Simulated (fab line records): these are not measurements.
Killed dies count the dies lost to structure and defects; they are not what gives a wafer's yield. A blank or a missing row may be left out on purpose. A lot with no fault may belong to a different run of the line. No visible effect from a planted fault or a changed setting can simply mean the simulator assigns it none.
Which of the tools did it? || flow nand_harc || 14 lots with 42 wafers sampled at 5 steps, on a route of 1302 steps

WHAT THE GAUGES READ, wafer by wafer
NHARC_END_SORT_01. Usual: defect_limited_yield 91.2 % (standard deviation 2.6); killed_at_array 55 (standard deviation 17); killed_at_other 1.1 (standard deviation 1.6); killed_at_periphery 3.8 (standard deviation 2.5); killed_dies 60 (standard deviation 18); killed_open 3.3 (standard deviation 1.9); killed_short 2.5 (standard deviation 1.7).
{"lot": "L721", "measured": "day 30 15:14", "on": "prober-01", "defect_limited_yield (%)": "0 0 0", "killed_at_array": "63 86 78", "killed_at_other": "0 0 0", "killed_at_periphery": "614 591 599", "killed_dies": "677 677 677", "killed_open": "2 3 5", "killed_short": "5 1 3", "flag": "OFF"}
{"lot": "L727", "measured": "day 34 08:28", "on": "prober-02", "defect_limited_yield (%)": "0 0 0", "killed_at_array": "72 65 62", "killed_at_other": "0 0 0", "killed_at_periphery": "605 612 615", "killed_dies": "677 677 677", "killed_open": "3 4 1", "killed_short": "4 1 3", "flag": "OFF"}

WHICH TOOL RAN EACH LOT (tool, then ch and the chambers of the sampled wafers, then the start)
{"lot": "L704", "NHARC_P_M0_DEP_32": "pecvd-02 ch 1,2, day 6 08:41", "NHARC_P_M1_DEGAS_29": "pvd_sputter-02, day 6 11:10", "NHARC_P_M1_PRE_CLEAN_30": "pvd_sputter-02, day 6 13:28 or earlier", "NHARC_P_M2_DEP_00": "pecvd-04 ch 1,2, day 6 13:28"}
{"lot": "L705", "NHARC_P_M0_DEP_32": "pecvd-02 ch 1,2, day 6 15:07", "NHARC_P_M1_DEGAS_29": "pvd_sputter-02, day 6 17:34", "NHARC_P_M1_PRE_CLEAN_30": "pvd_sputter-02, day 6 19:40 or earlier", "NHARC_P_M2_DEP_00": "pecvd-04 ch 0,1,2, day 6 19:40"}
{"lot": "L706", "NHARC_P_M0_DEP_32": "pecvd-04 ch 0,1,2, day 7 00:55", "NHARC_P_M1_DEGAS_29": "pvd_sputter-03, day 7 03:32", "NHARC_P_M1_PRE_CLEAN_30": "pvd_sputter-03, day 7 05:40 or earlier", "NHARC_P_M2_DEP_00": "pecvd-02 ch 0,1,2, day 7 05:40"}
{"lot": "L709", "NHARC_P_M0_DEP_32": "pecvd-02 ch 0,2, day 8 00:36", "NHARC_P_M1_DEGAS_29": "pvd_sputter-02, day 8 03:04", "NHARC_P_M1_PRE_CLEAN_30": "pvd_sputter-02, day 8 05:13 or earlier", "NHARC_P_M2_DEP_00": "pecvd-02 ch 0,1, day 8 05:13"}
{"lot": "L708", "NHARC_P_M0_DEP_32": "pecvd-02 ch 0,2, day 8 01:19", "NHARC_P_M1_DEGAS_29": "pvd_sputter-03, day 8 04:00", "NHARC_P_M1_PRE_CLEAN_30": "pvd_sputter-03, day 8 06:13 or earlier", "NHARC_P_M2_DEP_00": "pecvd-01 ch 0,2, day 8 06:13"}
{"lot": "L710", "NHARC_P_M0_DEP_32": "pecvd-04 ch 0,2, day 8 23:57", "NHARC_P_M1_DEGAS_29": "pvd_sputter-02, day 9 02:38", "NHARC_P_M1_PRE_CLEAN_30": "pvd_sputter-02, day 9 04:44 or earlier", "NHARC_P_M2_DEP_00": "pecvd-04 ch 1,2, day 9 04:44"}
{"lot": "L712", "NHARC_P_M0_DEP_32": "pecvd-01 ch 0,1,2, day 9 11:53", "NHARC_P_M1_DEGAS_29": "pvd_sputter-03, day 9 14:17", "NHARC_P_M1_PRE_CLEAN_30": "pvd_sputter-03, day 9 16:24 or earlier", "NHARC_P_M2_DEP_00": "pecvd-04 ch 1,2, day 9 16:24"}
{"lot": "L713", "NHARC_P_M0_DEP_32": "pecvd-01 ch 0,1,2, day 10 01:11", "NHARC_P_M1_DEGAS_29": "pvd_sputter-01, day 10 03:40", "NHARC_P_M1_PRE_CLEAN_30": "pvd_sputter-01, day 10 05:46 or earlier", "NHARC_P_M2_DEP_00": "pecvd-02 ch 0,2, day 10 05:46"}
{"lot": "L714", "NHARC_P_M0_DEP_32": "pecvd-04 ch 0,1,2, day 10 16:30", "NHARC_P_M1_DEGAS_29": "pvd_sputter-03, day 10 19:00", "NHARC_P_M1_PRE_CLEAN_30": "pvd_sputter-03, day 10 21:07 or earlier", "NHARC_P_M2_DEP_00": "pecvd-04 ch 0,2, day 10 21:07"}
{"lot": "L715", "NHARC_P_M0_DEP_32": "pecvd-04 ch 0,1,2, day 10 22:55", "NHARC_P_M1_DEGAS_29": "pvd_sputter-01, day 11 01:29", "NHARC_P_M1_PRE_CLEAN_30": "pvd_sputter-01, day 11 03:35 or earlier", "NHARC_P_M2_DEP_00": "pecvd-04 ch 0,1,2, day 11 03:35"}
{"lot": "L716", "NHARC_P_M0_DEP_32": "pecvd-02 ch 0,1,2, day 11 12:23", "NHARC_P_M1_DEGAS_29": "pvd_sputter-02, day 11 14:46", "NHARC_P_M1_PRE_CLEAN_30": "pvd_sputter-02, day 11 16:58 or earlier", "NHARC_P_M2_DEP_00": "pecvd-02 ch 0,1,2, day 11 16:58"}
{"lot": "L718", "NHARC_P_M0_DEP_32": "pecvd-02 ch 0,1,2, day 12 09:35", "NHARC_P_M1_DEGAS_29": "pvd_sputter-01, day 12 12:02", "NHARC_P_M1_PRE_CLEAN_30": "pvd_sputter-01, day 12 14:22 or earlier", "NHARC_P_M2_DEP_00": "pecvd-01 ch 1,2, day 12 14:22"}
{"lot": "L721", "NHARC_P_M0_DEP_32": "pecvd-02 ch 0,1,2, day 13 08:25", "NHARC_P_M1_DEGAS_29": "pvd_sputter-02, day 13 10:51", "NHARC_P_M1_PRE_CLEAN_30": "pvd_sputter-02, day 13 13:04 or earlier", "NHARC_P_M2_DEP_00": "pecvd-04 ch 0,2, day 13 13:04"}
{"lot": "L727", "NHARC_P_M0_DEP_32": "pecvd-04 ch 1,2, day 16 01:35", "NHARC_P_M1_DEGAS_29": "pvd_sputter-03, day 16 03:52", "NHARC_P_M1_PRE_CLEAN_30": "pvd_sputter-03, day 16 05:59 or earlier", "NHARC_P_M2_DEP_00": "pecvd-04 ch 1,2, day 16 05:59"}
- NHARC_P_M0_DEP_32: deposits SiCN, target thk 30 nm.
- NHARC_P_M1_DEGAS_29: time 60 s.
- NHARC_P_M1_PRE_CLEAN_30: time 30 s.
- NHARC_P_M2_DEP_00: deposits SiOC, target thk 182.5 nm.

AS READ BY THE TOOLS THEMSELVES (means over the sampled wafers that have a number; for cases with no such wafer, the mark the record gives instead)
NHARC_P_M0_DEP_32. Usual: 546 W for heater_power_w, sd 61.
{"lot": "L704", "tool": "pecvd-02", "heater_power_w (W)": 553, "flag": ""}
{"lot": "L705", "tool": "pecvd-02", "heater_power_w (W)": 520, "flag": ""}
{"lot": "L706", "tool": "pecvd-04", "heater_power_w (W)": 533, "flag": ""}
{"lot": "L709", "tool": "pecvd-02", "heater_power_w (W)": 537, "flag": ""}
{"lot": "L708", "tool": "pecvd-02", "heater_power_w (W)": 482, "flag": ""}
{"lot": "L710", "tool": "pecvd-04", "heater_power_w (W)": 583, "flag": ""}
{"lot": "L712", "tool": "pecvd-01", "heater_power_w (W)": 619, "flag": ""}
{"lot": "L713", "tool": "pecvd-01", "heater_power_w (W)": 608, "flag": ""}
{"lot": "L714", "tool": "pecvd-04", "heater_power_w (W)": 503, "flag": ""}
{"lot": "L715", "tool": "pecvd-04", "heater_power_w (W)": 530, "flag": ""}
{"lot": "L716", "tool": "pecvd-02", "heater_power_w (W)": 519, "flag": ""}
{"lot": "L718", "tool": "pecvd-02", "heater_power_w (W)": 511, "flag": ""}
{"lot": "L721", "tool": "pecvd-02", "heater_power_w (W)": 520, "flag": ""}
{"lot": "L727", "tool": "pecvd-04", "heater_power_w (W)": 620, "flag": ""}

NHARC_P_M1_DEGAS_29. Usual: 340 W for heater_power_w, sd 38.
{"lot": "L704", "tool": "pvd_sputter-02", "heater_power_w (W)": 325, "flag": ""}
{"lot": "L705", "tool": "pvd_sputter-02", "heater_power_w (W)": 358, "flag": ""}
{"lot": "L706", "tool": "pvd_sputter-03", "heater_power_w (W)": 322, "flag": ""}
{"lot": "L709", "tool": "pvd_sputter-02", "heater_power_w (W)": 336, "flag": ""}
{"lot": "L708", "tool": "pvd_sputter-03", "heater_power_w (W)": 330, "flag": ""}
{"lot": "L710", "tool": "pvd_sputter-02", "heater_power_w (W)": 333, "flag": ""}
{"lot": "L712", "tool": "pvd_sputter-03", "heater_power_w (W)": 337, "flag": ""}
{"lot": "L713", "tool": "pvd_sputter-01", "heater_power_w (W)": 308, "flag": ""}
{"lot": "L714", "tool": "pvd_sputter-03", "heater_power_w (W)": 374, "flag": ""}
{"lot": "L715", "tool": "pvd_sputter-01", "heater_power_w (W)": 311, "flag": ""}
{"lot": "L716", "tool": "pvd_sputter-02", "heater_power_w (W)": 344, "flag": ""}
{"lot": "L718", "tool": "pvd_sputter-01", "heater_power_w (W)": 309, "flag": ""}
{"lot": "L721", "tool": "pvd_sputter-02", "heater_power_w (W)": 338, "flag": ""}
{"lot": "L727", "tool": "pvd_sputter-03", "heater_power_w (W)": 371, "flag": ""}

NHARC_P_M1_PRE_CLEAN_30. Usual: 417 W for heater_power_w, sd 49.
{"lot": "L704", "tool": "pvd_sputter-02", "heater_power_w (W)": 419, "flag": ""}
{"lot": "L705", "tool": "pvd_sputter-02", "heater_power_w (W)": 408, "flag": ""}
{"lot": "L706", "tool": "pvd_sputter-03", "heater_power_w (W)": 426, "flag": ""}
{"lot": "L709", "tool": "pvd_sputter-02", "heater_power_w (W)": 433, "flag": ""}
{"lot": "L708", "tool": "pvd_sputter-03", "heater_power_w (W)": 440, "flag": ""}
{"lot": "L710", "tool": "pvd_sputter-02", "heater_power_w (W)": 411, "flag": ""}
{"lot": "L712", "tool": "pvd_sputter-03", "heater_power_w (W)": 438, "flag": ""}
{"lot": "L713", "tool": "pvd_sputter-01", "heater_power_w (W)": 416, "flag": ""}
{"lot": "L714", "tool": "pvd_sputter-03", "heater_power_w (W)": 390, "flag": ""}
{"lot": "L715", "tool": "pvd_sputter-01", "heater_power_w (W)": 413, "flag": ""}
{"lot": "L716", "tool": "pvd_sputter-02", "heater_power_w (W)": 419, "flag": ""}
{"lot": "L718", "tool": "pvd_sputter-01", "heater_power_w (W)": 390, "flag": ""}
{"lot": "L721", "tool": "pvd_sputter-02", "heater_power_w (W)": 385, "flag": ""}
{"lot": "L727", "tool": "pvd_sputter-03", "heater_power_w (W)": 378, "flag": ""}

THE ANSWER, worked out from the rows above alone
Rule: a lot is off if the mean of its wafers that have a number lies more than 3 standard deviations from the usual mean. Also off: a lot with no number at a reading for which 4 or more lots have one. The other lots that the step has rows for count as sound. First the gauges in route order, then the tools' own readings, where a lot's mean is used as printed above. The first step at which some lot is off is used, and at that step the reading that is off furthest; a lot without a number counts as furthest.
Off: L721, L727, at NHARC_END_SORT_01 (killed_at_periphery). Neither off nor sound, because the step has no rows for them: L704, L705, L706, L709, L708, L710, L712, L713, L714, L715, L716, L718.
If a tool, at a process step before that reading, ran all the lots that are off and no sound lot after the first of them, it fits. The gauges at NHARC_END_SORT_01 are tried like those tools. With no start given for some of its lots, NHARC_P_M1_PRE_CLEAN_30 uses the hours and lot order of NHARC_P_M2_DEP_00. One fits: NHARC_P_M2_DEP_00 on pecvd-04. It ran no sound lot before its first lot that is off in this sample, so the start can't be narrowed down.

WHAT WAS PUT IN BY THE SIMULATOR
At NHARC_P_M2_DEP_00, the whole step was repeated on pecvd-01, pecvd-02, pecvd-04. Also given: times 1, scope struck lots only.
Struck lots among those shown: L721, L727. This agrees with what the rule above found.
